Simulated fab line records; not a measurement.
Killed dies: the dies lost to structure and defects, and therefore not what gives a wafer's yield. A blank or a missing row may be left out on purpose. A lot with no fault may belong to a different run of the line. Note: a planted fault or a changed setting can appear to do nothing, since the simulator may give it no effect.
fab line records	flow nand-harc
record: lots: 12	wafers: 36	last-day: 34
route steps=1302 shown P_M1@295 END@1302
lots with no fault: from the same line, run without faults
start-h: hours from the record's first day to the start of the lot's first wafer shown	wait-h: hours elapsed since this lot's preceding step	" repeats the value in the row above	L1.1+2: one row covering several wafers at once	- no value present, or no start provided	* or withheld: withheld	< > ~ a bound
route shown NAME@n: names a module that has steps shown in the file, with the first one's number in the route	usual: the fault-free wafers' mean and standard deviation	same: alike in all rows	chamber/n: place in a boat	sites: the reading at each site	_std_site: how widely they spread, as a standard deviation	_edge_site: the outer-site mean with the inner-site mean subtracted	radius-mm: for every site, how far away it sits from the centre of the wafer	mask NAME#n: copy n	behind: the last tool/chamber to shape the wafer	hold: why the lot went on hold/how many hours it stayed there/how the hold came to an end	device: which transistor (n, p or np) failed to switch	end of line: tests of these same wafers at the route's end	a step with no rows: only its recipe	killed: the dies lost at the first sort to structure and to defects; this is not the yield of the wafer	map: per-die view of a wafer (x killed, . not killed, _ where there is no die)
set.NAME: the run value of the setting; set.NAME@STEP: its run value at that earlier step	model.NAME: the simulator's own value behind a step, which no gauge read
the route's steps for a sample of lots (tables are steps, rows are wafers)
services: the hour from which a tool's chamber was out of use, counted from the record's first day as start-h (under 0 if before that day), plus the number of hours and why
== steps ==
step: NHARC_P_M1_CD_MEAS_09
recipe: target-cd-nm: 130	landing-energy-ev: 500
usual: cd-nm: 130.0/0.66
lot.wafer	tool	chamber	start-h	wait-h	cd-nm
L193.1	cd-sem-03	0	128.29	-	129.6
L193.3	"	0	"	"	129.8
L193.5	"	0	"	"	128.9
L197.3	cd-sem-01	0	164.98	-	129.9
L197.4	"	0	"	"	128.9
L197.6	"	0	"	"	130.0
L198.1	cd-sem-02	0	170.14	-	129.2
L198.4	"	0	"	"	130.1
L198.5	"	0	"	"	129.0
L200.3	cd-sem-02	0	196.78	-	131.2
L200.4	"	0	"	"	130.8
L200.5	"	0	"	"	129.8
L201.3	cd-sem-02	0	209.33	-	130.4
L201.5	"	0	"	"	130.4
L201.6	"	0	"	"	130.8
L202.1	cd-sem-02	0	214.97	-	129.2
L202.2	"	0	"	"	128.9
L202.3	"	0	"	"	129.2
L203.2	cd-sem-02	0	227.72	-	129.6
L203.3	"	0	"	"	129.0
L203.6	"	0	"	"	128.5
L204.4	cd-sem-03	0	244.94	-	128.5
L204.5	"	0	"	"	130.2
L204.6	"	0	"	"	129.7
L205.2	cd-sem-03	0	247.87	-	130.2
L205.5	"	0	"	"	130.6
L205.6	"	0	"	"	129.7
L212.2	cd-sem-01	0	316.98	-	129.6
L212.3	"	0	"	"	129.7
L212.4	"	0	"	"	129.5
L213.4	cd-sem-01	0	334.37	-	129.9
L213.5	"	0	"	"	131.5
L213.6	"	0	"	"	130.7
L216.1	cd-sem-02	0	356.04	-	130.5
L216.3	"	0	"	"	129.9
L216.5	"	0	"	"	130.1
step: NHARC_P_M1_DESCUM_14
recipe: time-s: 3	o2-flow-sccm: 200	ar-flow-sccm: 0	bias-power-w: 0	chemistry: O2
usual: drypump-motor-current-A: 5.5/0.35	oes-product-au: 0.999/0.0091	rf-vpp-V: 57.6/0.91	showerhead-plenum-p-Torr: 1.89/0.084	throttle-valve-pct: 11.312/0.0091
lot.wafer	tool	chamber	start-h	wait-h	drypump-motor-current-A	oes-product-au	rf-hours-counter-h	rf-vpp-V	showerhead-plenum-p-Torr	throttle-valve-pct
L193.1	rie-diel-12	0	128.47	0.1	5.8	0.995	6	56.6	1.80	11.307
L193.3	"	3	"	"	5.9	0.995	6	57.5	2.02	11.296
L193.5	"	1	"	"	6.7	1.007	-	59.0	2.01	11.321
L197.3	rie-diel-10	0	165.17	0.1	5.6	0.994	7	56.0	1.88	11.310
L197.4	"	1	"	"	5.3	0.998	8	58.0	2.04	11.303
L197.6	"	0	"	"	5.6	0.994	-	58.3	1.88	11.316
L198.1	rie-diel-09	1	170.34	0.1	5.4	1.010	3	57.4	1.95	11.314
L198.4	"	2	"	"	5.9	0.997	2	58.9	1.93	11.310
L198.5	"	0	"	"	5.3	0.998	-	58.0	1.79	11.313
L200.4	rie-diel-12	1	196.96	0.1	6.7	0.998	30	57.9	2.00	11.306
L200.3	"	3	"	"	5.9	1.013	29	58.7	2.01	11.324
L200.5	"	2	"	"	5.3	1.014	-	59.6	1.85	11.310
L201.3	rie-diel-12	3	209.51	0.1	5.9	1.017	29	57.3	2.01	11.309
L201.5	"	3	"	"	5.9	1.005	-	59.0	2.01	11.321
L201.6	"	0	"	"	5.8	0.998	-	56.8	1.79	11.320
L202.1	rie-diel-10	3	215.16	0.1	5.6	1.000	11	56.6	1.78	11.301
L202.2	"	0	"	"	5.7	0.990	10	57.6	1.88	11.329
L202.3	"	2	"	"	5.8	0.997	11	57.5	1.95	11.309
L203.3	rie-diel-09	3	227.90	0.1	5.0	0.992	6	56.7	1.86	11.319
L203.2	"	0	"	"	5.4	0.996	6	57.3	1.79	11.317
L203.6	"	3	"	"	5.0	0.975	-	58.5	1.86	11.311
L204.4	rie-diel-09	3	245.15	0.1	5.0	0.989	7	57.8	1.86	11.288
L204.5	"	0	"	"	5.3	0.997	-	57.9	1.79	11.309
L204.6	"	1	"	"	5.4	0.996	-	57.6	1.95	11.315
L205.2	rie-diel-09	1	248.07	0.1	5.4	1.004	7	56.9	1.95	11.314
L205.6	"	3	"	"	5.1	0.990	-	57.1	1.86	11.328
L205.5	"	0	"	"	5.3	0.998	-	58.4	1.79	11.312
L212.3	rie-diel-09	0	317.17	0.1	5.3	1.003	12	56.3	1.79	11.313
L212.4	"	1	"	"	5.4	1.006	12	57.4	1.95	11.305
L212.2	"	2	"	"	5.9	0.994	11	59.5	1.92	11.308
L213.4	rie-diel-09	1	334.55	0.1	5.4	1.007	0	59.1	1.95	11.324
L213.6	"	1	"	"	5.4	1.010	-	59.2	1.95	11.317
L213.5	"	2	"	"	5.9	0.997	-	58.4	1.92	11.323
L216.1	rie-diel-10	1	356.24	0.1	5.3	0.998	8	57.5	2.04	11.316
L216.3	"	2	"	"	5.8	1.003	7	58.7	1.95	11.315
L216.5	"	2	"	"	5.8	0.988	-	58.4	1.95	11.313
step: NHARC_P_M1_ETCH_35
recipe: target-depth-a: 400	overetch-a: 120	time-s: 43.94	ion-energy-ev: 200	n2-flow-sccm: 150	h2-flow-sccm: 150	ar-flow-sccm: 0	rf-w: 400	bias-w: 150	chemistry: N2/H2
usual: bias-w: 150.1/0.46	drypump-motor-current-A: 5.5/0.34	n2-flow-sccm: 150.0/0.45	oes-product-au: 0.998/0.0097	rf-fwd-power-W: 395.5/2	rf-vpp-V: 430.1/2.6	showerhead-plenum-p-Torr: 2.02/0.092	throttle-valve-pct: 14.171/0.0093
lot.wafer	tool	chamber	start-h	wait-h	bias-w	drypump-motor-current-A	n2-flow-sccm	oes-product-au	rf-fwd-power-W	rf-hours-counter-h	rf-vpp-V	showerhead-plenum-p-Torr	throttle-valve-pct
L193.3	rie-diel-12	3	128.56	0.1	150.1	5.9	150.2	1.004	394.7	6	433.6	2.16	14.180
L193.1	"	0	"	"	150.3	5.8	149.7	1.000	394.7	6	426.2	1.91	14.190
L193.5	"	0	"	"	150.1	5.8	149.8	0.992	395.5	-	426.7	1.91	14.151
L197.3	rie-diel-10	2	165.24	0.1	149.8	5.8	150.3	1.004	395.7	7	431.3	2.08	14.174
L197.4	"	3	"	"	150.6	5.6	149.7	0.997	394.7	7	427.1	1.89	14.174
L197.6	"	2	"	"	150.7	5.8	149.4	0.999	396.4	-	431.9	2.08	14.150
L198.4	rie-diel-09	1	170.41	0.1	149.6	5.4	150.5	0.994	393.4	3	431.3	2.08	14.182
L198.1	"	0	"	"	149.5	5.3	149.6	1.005	395.6	3	428.1	1.91	14.168
L198.5	"	1	"	"	149.8	5.4	150.2	0.998	394.5	-	429.5	2.08	14.169
L200.4	rie-diel-12	2	197.05	0.1	150.4	5.3	150.4	1.021	397.2	30	427.3	1.97	14.168
L200.3	"	3	"	"	149.9	5.9	149.5	1.011	392.7	29	433.4	2.15	14.168
L200.5	"	1	"	"	150.3	6.7	149.8	1.014	397.1	-	432.2	2.13	14.170
L201.3	rie-diel-12	2	209.60	0.1	149.2	5.3	149.5	1.010	394.6	30	427.9	1.97	14.158
L201.6	"	2	"	"	150.8	5.3	149.8	1.013	395.9	-	428.9	1.97	14.163
L201.5	"	3	"	"	149.7	5.9	150.7	0.997	392.0	-	433.1	2.15	14.172
L202.3	rie-diel-10	1	215.25	0.1	149.9	5.3	151.1	1.000	392.7	11	433.3	2.18	14.166
L202.2	"	2	"	"	150.2	5.8	150.5	1.006	393.6	11	431.9	2.08	14.175
L202.1	"	3	"	"	150.3	5.7	150.2	1.002	395.6	11	426.9	1.89	14.165
L203.2	rie-diel-09	3	227.99	0.1	149.9	5.1	150.0	0.986	395.9	6	429.5	1.98	14.169
L203.3	"	1	"	"	149.6	5.4	148.9	0.997	392.4	6	430.3	2.08	14.170
L203.6	"	2	"	"	150.2	5.9	150.0	0.990	395.9	-	430.3	2.05	14.179
L204.4	rie-diel-09	1	245.22	0.1	150.4	5.3	150.4	1.001	393.9	7	431.2	2.08	14.172
L204.6	"	3	"	"	150.9	5.1	149.9	0.994	396.9	-	430.2	1.98	14.178
L204.5	"	0	"	"	149.3	5.3	149.5	0.997	397.4	-	426.7	1.91	14.182
L205.2	rie-diel-09	1	248.15	0.1	150.9	5.4	149.2	1.010	392.3	7	431.8	2.08	14.177
L205.6	"	3	"	"	150.3	5.0	149.5	0.994	397.8	-	428.9	1.98	14.170
L205.5	"	0	"	"	150.2	5.3	150.2	1.008	394.0	-	428.3	1.91	14.174
L212.4	rie-diel-09	3	317.24	0.1	149.8	5.1	150.4	0.994	397.2	12	428.3	1.97	14.178
L212.2	"	0	"	"	150.1	5.3	149.4	0.861	395.3	12	425.7	1.90	14.181
L212.3	"	2	"	"	150.2	5.9	149.9	1.002	398.0	11	430.6	2.05	14.178
L213.4	rie-diel-09	2	334.65	0.1	150.3	5.9	149.7	0.988	400.1	0	431.4	2.05	14.171
L213.6	"	0	"	"	149.6	5.4	150.0	0.860	397.2	-	428.3	1.90	14.165
L213.5	"	1	"	"	150.3	5.4	150.1	1.003	393.7	-	431.7	2.08	14.173
L216.1	rie-diel-10	2	356.34	0.1	149.6	5.8	150.1	0.992	396.1	7	432.3	2.08	14.178
L216.3	"	3	"	"	149.8	5.7	149.6	1.011	396.2	8	426.3	1.89	14.182
L216.5	"	3	"	"	150.1	5.7	149.7	1.009	394.1	-	426.7	1.89	14.174
step: NHARC_P_M1_PRE_CLEAN_30
recipe: time-s: 30	temp-c: 280	gas: H2/He
usual: heater-power-w: 413/41
lot.wafer	tool	chamber	start-h	wait-h	heater-power-w
L193.1	pvd-sputter-02	-	-	-	368
L193.3	"	-	"	"	433
L193.5	"	-	"	"	373
L197.3	pvd-sputter-02	-	-	-	376
L197.4	"	-	"	"	377
L197.6	"	-	"	"	375
L198.4	pvd-sputter-01	-	-	-	373
L198.1	"	-	"	"	486
L198.5	"	-	"	"	378
L200.4	pvd-sputter-01	-	-	-	392
L200.3	"	-	"	"	508
L200.5	"	-	"	"	445
L201.3	pvd-sputter-03	-	-	-	466
L201.6	"	-	"	"	410
L201.5	"	-	"	"	465
L202.2	pvd-sputter-03	-	-	-	473
L202.1	"	-	"	"	463
L202.3	"	-	"	"	360
L203.3	pvd-sputter-03	-	-	-	446
L203.2	"	-	"	"	395
L203.6	"	-	"	"	360
L204.4	pvd-sputter-02	-	-	-	439
L204.6	"	-	"	"	439
L204.5	"	-	"	"	383
L205.2	pvd-sputter-01	-	-	-	393
L205.6	"	-	"	"	471
L205.5	"	-	"	"	392
L212.4	pvd-sputter-01	-	-	-	450
L212.2	"	-	"	"	372
L212.3	"	-	"	"	484
L213.4	pvd-sputter-02	-	-	-	385
L213.5	"	-	"	"	378
L213.6	"	-	"	"	380
L216.3	pvd-sputter-02	-	-	-	431
L216.1	"	-	"	"	381
L216.5	"	-	"	"	393
step: NHARC_END_SORT_01
recipe: temp-c: 25
usual: defect-limited-yield: 90.9/2.8	killed-at-array: 56/19	killed-at-other: 1.0/1.3	killed-at-periphery: 3.8/2.2	killed-dies: 61/19	killed-open: 3.1/1.9	killed-short: 2.3/1.5
same: gross-dies: 677
lot.wafer	tool	chamber	start-h	wait-h	defect-limited-yield[%]	killed-at-array	killed-at-other	killed-at-periphery	killed-dies	killed-open	killed-short
L193.1	prober-02	0	572.63	2.5	92.5	49	0	2	51	2	4
L193.3	prober-02	0	574.21	3.1	93.1	40	1	6	47	5	4
L193.5	prober-02	0	575.79	3.7	92.9	44	0	4	48	2	1
L197.3	prober-02	0	594.94	3.1	86.7	88	0	2	90	3	4
L197.4	prober-02	0	595.74	3.4	88.8	73	3	0	76	2	5
L197.6	prober-02	0	597.32	4.0	88.2	74	0	6	80	5	2
L198.1	prober-01	0	600.59	2.5	93.1	43	0	4	47	3	1
L198.4	prober-01	0	602.96	3.4	91.4	49	4	5	58	3	3
L198.5	prober-01	0	603.75	3.7	92.9	45	0	3	48	1	2
L200.3	prober-02	0	634.41	3.1	88.0	76	0	5	81	2	2
L200.4	prober-02	0	635.21	3.4	87.4	79	0	6	85	0	4
L200.5	prober-02	0	636.01	3.7	87.1	79	1	7	87	2	2
L201.3	prober-01	0	639.79	3.1	90.0	54	3	11	68	6	2
L201.5	prober-01	0	641.41	3.7	90.3	59	1	6	66	3	2
L201.6	prober-01	0	642.22	4.0	91.3	48	3	8	59	2	2
L202.1	prober-02	0	648.30	2.4	90.8	59	0	3	62	1	0
L202.2	prober-02	0	649.10	2.8	90.8	56	0	6	62	1	1
L202.3	prober-02	0	649.89	3.1	90.1	64	0	3	67	1	2
L203.2	prober-01	0	649.16	2.8	90.4	58	2	5	65	3	2
L203.3	prober-01	0	649.96	3.1	88.9	67	2	6	75	3	1
L203.6	prober-01	0	652.35	4.0	91.6	52	2	3	57	2	2
L204.4	prober-02	0	677.74	3.4	88.9	71	0	4	75	2	3
L204.5	prober-02	0	678.54	3.7	91.1	60	0	0	60	2	2
L204.6	prober-02	0	679.34	4.0	88.3	75	2	2	79	2	2
L205.2	prober-01	0	681.76	2.8	95.9	24	1	3	28	2	3
L205.5	prober-01	0	684.19	3.7	95.9	23	1	4	28	2	2
L205.6	prober-01	0	685.00	4.0	97.2	15	0	4	19	4	2
L212.2	prober-01	0	749.03	2.8	86.3	88	0	5	93	4	1
L212.3	prober-01	0	749.84	3.1	84.9	96	2	4	102	2	1
L212.4	prober-01	0	750.65	3.4	88.5	75	0	3	78	2	1
L213.4	prober-02	0	753.08	3.4	94.2	32	0	7	39	2	2
L213.5	prober-02	0	753.87	3.7	93.6	37	2	4	43	4	4
L213.6	prober-02	0	754.67	4.0	93.5	37	3	4	44	6	4
L216.1	prober-02	0	803.74	2.5	89.4	70	0	2	72	1	0
L216.3	prober-02	0	805.33	3.1	88.6	73	1	3	77	3	5
L216.5	prober-02	0	806.93	3.7	87.0	84	3	1	88	5	3
killed by level:class
L193.1 A_CHANNEL_HOLE_D2:chamber-film-flake=35 A_WL_FILL:geometric-particle:short=3 A_STAIRCASE:chamber-film-flake=3 A_M0:chamber-film-flake=3 P_M0:geometric-particle:short=1 A_ONON_D1:geometric-particle:open=1 A_CHANNEL_FILL_D1:geometric-particle:open=1 P_GATE:chamber-film-flake=1
L193.3 A_CHANNEL_HOLE_D2:chamber-film-flake=24 P_GATE:chamber-film-flake=3 A_STAIRCASE:chamber-film-flake=2 A_SGD_CUT:chamber-film-flake=2 A_WL_FILL:chamber-film-flake=2 A_CONTACT:chamber-film-flake=2 P_GATE:geometric-particle:open=1 P_CONTACT:geometric-particle:open=1
L193.5 A_CHANNEL_HOLE_D2:chamber-film-flake=29 A_CONTACT:chamber-film-flake=3 A_CHANNEL_FILL_D1:geometric-particle:open=2 P_GATE:chamber-film-flake=2 A_DECK1_JOINT:chamber-film-flake=2 A_WL_FILL:chamber-film-flake=2 A_SGD_CUT:geometric-particle:short=1 P_STI:chamber-film-flake=1
L197.3 A_CHANNEL_HOLE_D1:chamber-film-flake=37 A_SLIT:chamber-film-flake=26 A_CHANNEL_HOLE_D2:chamber-film-flake=12 A_STAIRCASE:chamber-film-flake=3 A_M0:geometric-particle:short=2 A_WL_FILL:chamber-film-flake=2 P_GATE:geometric-particle:open=1 A_ONON_D1:geometric-particle:short=1
L197.4 A_CHANNEL_HOLE_D1:chamber-film-flake=30 A_SLIT:chamber-film-flake=24 A_CHANNEL_HOLE_D2:chamber-film-flake=7 THIN_TSV:chamber-film-flake=3 A_WL_FILL:geometric-particle:short=2 A_ZERO_WELL:chamber-film-flake=2 A_ONON_D1:geometric-particle:short=1 A_DECK1_JOINT:geometric-particle:open=1
L197.6 A_CHANNEL_HOLE_D1:chamber-film-flake=34 A_SLIT:chamber-film-flake=26 A_CHANNEL_HOLE_D2:chamber-film-flake=6 P_STI:chamber-film-flake=2 P_GATE:geometric-particle:open=1 P_M0:geometric-particle:open=1 P_M2:geometric-particle:open=1 A_CHANNEL_FILL_D1:geometric-particle:short=1
L198.1 A_CHANNEL_HOLE_D2:chamber-film-flake=31 A_CHANNEL_HOLE_D1:chamber-film-flake=5 A_CONTACT:chamber-film-flake=2 P_M2:geometric-particle:open=1 A_ONON_D2:geometric-particle:open=1 A_CHANNEL_FILL_D2:geometric-particle:open=1 A_M0:geometric-particle:short=1 P_ZERO_WELL:chamber-film-flake=1
L198.4 A_CHANNEL_HOLE_D2:chamber-film-flake=34 THIN_TSV:chamber-film-flake=4 P_M2:chamber-film-flake=3 A_CHANNEL_FILL_D2:chamber-film-flake=3 A_CONTACT:chamber-film-flake=3 A_CHANNEL_HOLE_D1:chamber-film-flake=2 P_M0:geometric-particle:open=1 A_CHANNEL_FILL_D1:geometric-particle:short=1
L198.5 A_CHANNEL_HOLE_D2:chamber-film-flake=33 P_M2:chamber-film-flake=2 A_ZERO_WELL:chamber-film-flake=2 A_CHANNEL_HOLE_D1:chamber-film-flake=2 A_DECK1_JOINT:chamber-film-flake=2 A_CONTACT:chamber-film-flake=2 P_STI:geometric-particle:short=1 A_CHANNEL_FILL_D1:geometric-particle:open=1
L200.3 A_SLIT:chamber-film-flake=28 A_CHANNEL_HOLE_D2:chamber-film-flake=26 A_CHANNEL_HOLE_D1:chamber-film-flake=6 P_M0:chamber-film-flake=4 A_CONTACT:chamber-film-flake=3 A_WL_FILL:chamber-film-flake=3 A_CHANNEL_FILL_D1:chamber-film-flake=2 A_CHANNEL_FILL_D2:chamber-film-flake=2
L200.4 A_CHANNEL_HOLE_D2:chamber-film-flake=30 A_SLIT:chamber-film-flake=23 P_M0:chamber-film-flake=5 A_WL_FILL:chamber-film-flake=5 A_CHANNEL_HOLE_D1:chamber-film-flake=4 A_CHANNEL_FILL_D2:chamber-film-flake=4 A_M1:chamber-film-flake=4 A_CONTACT:chamber-film-flake=3
L200.5 A_CHANNEL_HOLE_D2:chamber-film-flake=30 A_SLIT:chamber-film-flake=26 A_CONTACT:chamber-film-flake=8 A_CHANNEL_HOLE_D1:chamber-film-flake=7 P_M0:chamber-film-flake=4 A_M1:chamber-film-flake=3 A_WL_FILL:chamber-film-flake=2 P_STI:geometric-particle:short=1
L201.3 A_CHANNEL_HOLE_D1:chamber-film-flake=23 A_CHANNEL_HOLE_D2:chamber-film-flake=20 P_ZERO_WELL:chamber-film-flake=3 P_BONDPAD:chamber-film-flake=3 A_CONTACT:chamber-film-flake=3 A_ONON_D1:geometric-particle:open=2 P_STI:chamber-film-flake=2 A_M1:chamber-film-flake=2
L201.5 A_CHANNEL_HOLE_D2:chamber-film-flake=26 A_CHANNEL_HOLE_D1:chamber-film-flake=21 A_STAIRCASE:chamber-film-flake=3 P_STI:chamber-film-flake=3 A_CONTACT:chamber-film-flake=3 P_BONDPAD:chamber-film-flake=2 A_ONON_D1:geometric-particle:open=1 A_ONON_D1:geometric-particle:short=1
L201.6 A_CHANNEL_HOLE_D2:chamber-film-flake=19 A_CHANNEL_HOLE_D1:chamber-film-flake=19 P_BONDPAD:chamber-film-flake=6 A_CONTACT:chamber-film-flake=4 P_GATE:geometric-particle:short=2 A_STAIRCASE:chamber-film-flake=2 A_M1:chamber-film-flake=2 THIN_TSV:chamber-film-flake=2
L202.1 A_SLIT:chamber-film-flake=30 A_CHANNEL_HOLE_D1:chamber-film-flake=9 A_CHANNEL_HOLE_D2:chamber-film-flake=8 A_SGD_CUT:chamber-film-flake=4 A_STAIRCASE:chamber-film-flake=3 A_CONTACT:chamber-film-flake=3 P_BONDPAD:chamber-film-flake=2 A_CHANNEL_FILL_D2:geometric-particle:open=1
L202.2 A_SLIT:chamber-film-flake=26 A_CHANNEL_HOLE_D2:chamber-film-flake=9 A_CHANNEL_HOLE_D1:chamber-film-flake=5 A_STAIRCASE:chamber-film-flake=5 P_BONDPAD:chamber-film-flake=4 A_CONTACT:chamber-film-flake=4 P_ZERO_WELL:chamber-film-flake=2 A_SGD_CUT:chamber-film-flake=2
L203.2 A_SLIT:chamber-film-flake=25 A_CHANNEL_HOLE_D2:chamber-film-flake=8 A_CHANNEL_HOLE_D1:chamber-film-flake=6 A_CONTACT:chamber-film-flake=5 A_STAIRCASE:chamber-film-flake=4 A_BLC:chamber-film-flake=3 A_ONON_D1:geometric-particle:open=2 P_ZERO_WELL:chamber-film-flake=2
L202.3 A_SLIT:chamber-film-flake=31 A_CHANNEL_HOLE_D2:chamber-film-flake=15 A_CHANNEL_HOLE_D1:chamber-film-flake=5 A_CONTACT:chamber-film-flake=5 A_DECK1_JOINT:chamber-film-flake=2 A_STAIRCASE:chamber-film-flake=2 A_DECK1_JOINT:geometric-particle:open=1 A_CHANNEL_HOLE_D2:geometric-particle:short=1
L203.3 A_SLIT:chamber-film-flake=34 A_CHANNEL_HOLE_D1:chamber-film-flake=11 A_STAIRCASE:chamber-film-flake=7 A_CHANNEL_HOLE_D2:chamber-film-flake=7 A_BLC:chamber-film-flake=3 P_CONTACT:chamber-film-flake=2 A_CONTACT:chamber-film-flake=2 THIN_TSV:chamber-film-flake=2
L203.6 A_SLIT:chamber-film-flake=28 A_CHANNEL_HOLE_D2:chamber-film-flake=8 A_STAIRCASE:chamber-film-flake=5 A_CONTACT:chamber-film-flake=4 THIN_TSV:chamber-film-flake=2 P_M1:geometric-particle:open=1 A_CHANNEL_FILL_D1:geometric-particle:open=1 A_DECK1_JOINT:geometric-particle:short=1
L204.4 A_CHANNEL_HOLE_D1:chamber-film-flake=28 A_SLIT:chamber-film-flake=28 A_WL_FILL:chamber-film-flake=5 A_CHANNEL_FILL_D1:chamber-film-flake=3 A_STAIRCASE:chamber-film-flake=2 A_CONTACT:chamber-film-flake=2 P_STI:geometric-particle:short=1 P_M0:geometric-particle:open=1
L204.5 A_CHANNEL_HOLE_D1:chamber-film-flake=29 A_SLIT:chamber-film-flake=21 A_CONTACT:chamber-film-flake=2 A_CHANNEL_FILL_D1:geometric-particle:short=1 A_DECK1_JOINT:geometric-particle:open=1 A_ONON_D2:geometric-particle:short=1 A_WL_FILL:geometric-particle:open=1 A_ZERO_WELL:chamber-film-flake=1
L204.6 A_CHANNEL_HOLE_D1:chamber-film-flake=30 A_SLIT:chamber-film-flake=28 A_WL_FILL:chamber-film-flake=4 A_CONTACT:chamber-film-flake=4 A_ZERO_WELL:chamber-film-flake=3 A_CHANNEL_FILL_D2:geometric-particle:open=2 A_STAIRCASE:chamber-film-flake=2 THIN_TSV:chamber-film-flake=2
L205.2 A_CHANNEL_HOLE_D1:chamber-film-flake=7 P_CONTACT:chamber-film-flake=3 A_STAIRCASE:chamber-film-flake=3 A_SLIT:chamber-film-flake=3 A_WL_FILL:chamber-film-flake=2 A_CONTACT:chamber-film-flake=2 A_CHANNEL_FILL_D1:geometric-particle:open=1 A_CHANNEL_FILL_D1:geometric-particle:short=1
L205.5 A_CHANNEL_HOLE_D1:chamber-film-flake=11 A_BLC:chamber-film-flake=4 P_CONTACT:chamber-film-flake=3 A_WL_FILL:chamber-film-flake=2 A_CONTACT:chamber-film-flake=2 P_CONTACT:geometric-particle:short=1 A_SOURCE_PLATE:geometric-particle:open=1 A_ONON_D1:geometric-particle:short=1
L205.6 A_CHANNEL_HOLE_D1:chamber-film-flake=6 P_STI:chamber-film-flake=2 A_STAIRCASE:chamber-film-flake=2 P_GATE:geometric-particle:open=1 P_M2:geometric-particle:open=1 A_DECK1_JOINT:geometric-particle:short=1 A_CONTACT:geometric-particle:open=1 A_BLC:geometric-particle:short=1
L212.2 A_CHANNEL_HOLE_D1:chamber-film-flake=33 A_SLIT:chamber-film-flake=29 A_CHANNEL_HOLE_D2:chamber-film-flake=14 P_GATE:chamber-film-flake=4 A_CONTACT:chamber-film-flake=4 A_ZERO_WELL:chamber-film-flake=2 P_CONTACT:geometric-particle:open=1 A_CHANNEL_HOLE_D1:geometric-particle:open=1
L212.3 A_SLIT:chamber-film-flake=34 A_CHANNEL_HOLE_D1:chamber-film-flake=26 A_CHANNEL_HOLE_D2:chamber-film-flake=24 A_CONTACT:chamber-film-flake=6 P_ZERO_WELL:chamber-film-flake=3 A_DECK1_JOINT:chamber-film-flake=2 THIN_TSV:chamber-film-flake=2 P_M2:geometric-particle:open=1
L212.4 A_CHANNEL_HOLE_D1:chamber-film-flake=28 A_SLIT:chamber-film-flake=24 A_CHANNEL_HOLE_D2:chamber-film-flake=16 P_ZERO_WELL:chamber-film-flake=3 A_STAIRCASE:chamber-film-flake=2 A_DECK1_JOINT:geometric-particle:open=1 A_ONON_D2:geometric-particle:open=1 A_WL_FILL:geometric-particle:short=1
L213.4 A_CHANNEL_HOLE_D1:chamber-film-flake=14 A_SLIT:chamber-film-flake=5 P_ZERO_WELL:chamber-film-flake=4 A_CONTACT:chamber-film-flake=4 P_GATE:chamber-film-flake=3 A_ONON_D1:geometric-particle:open=2 A_STAIRCASE:chamber-film-flake=2 A_DECK1_JOINT:geometric-particle:short=1
L213.5 A_CHANNEL_HOLE_D1:chamber-film-flake=15 A_SLIT:chamber-film-flake=6 A_STAIRCASE:chamber-film-flake=3 A_ONON_D2:geometric-particle:open=2 A_CHANNEL_FILL_D2:geometric-particle:short=2 P_GATE:chamber-film-flake=2 THIN_TSV:chamber-film-flake=2 A_WL_FILL:chamber-film-flake=2
L213.6 A_CHANNEL_HOLE_D1:chamber-film-flake=12 A_SLIT:chamber-film-flake=5 A_STAIRCASE:chamber-film-flake=3 THIN_TSV:chamber-film-flake=3 P_GATE:chamber-film-flake=2 A_DECK1_JOINT:chamber-film-flake=2 A_CHANNEL_FILL_D2:chamber-film-flake=2 A_CONTACT:chamber-film-flake=2
L216.1 A_CHANNEL_HOLE_D2:chamber-film-flake=29 A_SLIT:chamber-film-flake=14 A_CHANNEL_HOLE_D1:chamber-film-flake=12 A_CONTACT:chamber-film-flake=8 A_STAIRCASE:chamber-film-flake=3 A_CONTACT:geometric-particle:open=1 P_GATE:chamber-film-flake=1 P_M2:chamber-film-flake=1
L216.3 A_CHANNEL_HOLE_D2:chamber-film-flake=28 A_CONTACT:chamber-film-flake=14 A_CHANNEL_HOLE_D1:chamber-film-flake=11 A_SLIT:chamber-film-flake=7 A_CHANNEL_FILL_D2:chamber-film-flake=2 A_STAIRCASE:chamber-film-flake=2 P_GATE:geometric-particle:short=1 P_M0:geometric-particle:open=1
L216.5 A_CHANNEL_HOLE_D2:chamber-film-flake=40 A_CHANNEL_HOLE_D1:chamber-film-flake=16 A_CONTACT:chamber-film-flake=11 A_SLIT:chamber-film-flake=9 THIN_TSV:chamber-film-flake=3 A_ONON_D2:geometric-particle:open=2 A_M0:geometric-particle:open=2 P_M0:geometric-particle:open=1
== services ==
tool	chamber	start-h	hours	kind
rie-diel-09	3	105.67	6.6	repair
rie-diel-09	1	109.98	3.7	repair
rie-diel-09	3	123.34	12.3	repair
rie-diel-09	3	136.03	16.1	repair
rie-diel-09	-	138.65	0.7	repair
rie-diel-09	-	143.10	9.0	pm
rie-diel-12	1	151.11	2.0	repair
rie-diel-09	-	160.98	0.4	repair
rie-diel-12	0	179.65	7.1	repair
rie-diel-09	0	188.24	18.5	repair
rie-diel-10	0	191.77	4.4	repair
rie-diel-12	1	213.38	2.0	repair
rie-diel-12	0	218.69	33.5	repair
rie-diel-10	-	242.51	9.0	pm
rie-diel-09	1	262.15	1.3	repair
rie-diel-12	-	270.28	9.0	pm
rie-diel-10	-	277.42	0.7	repair
pvd-sputter-02	-	282.06	10.0	pm
rie-diel-12	3	310.16	3.6	repair
pvd-sputter-02	-	311.82	4.8	repair
rie-diel-09	-	320.10	9.0	pm
rie-diel-10	0	348.01	14.6	repair
pvd-sputter-02	-	355.17	1.1	repair
rie-diel-09	3	356.22	6.4	repair
== key ==
first-sign: step: NHARC_P_M1_ETCH_35	reading: oes-product-au	direction: down	sigmas: 14	usual: 0.998	struck: 0.860
effect none on later readings
met-at NHARC_P_M1_ETCH_35
struck-lots L212,L213
struck-wafers L212.2,L213.6
not-acting-at NHARC_P_M1_CD_MEAS_09,NHARC_P_M1_DESCUM_14,NHARC_P_M1_PRE_CLEAN_30
onset-between 248.15 317.24
fault: kind: process-parameter-drift	tool: rie-diel-09	chamber: 0	onset-h: 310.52	steps: NHARC_P_M1_ETCH_35	channel: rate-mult	offset: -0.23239	shape: step	end-h: 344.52
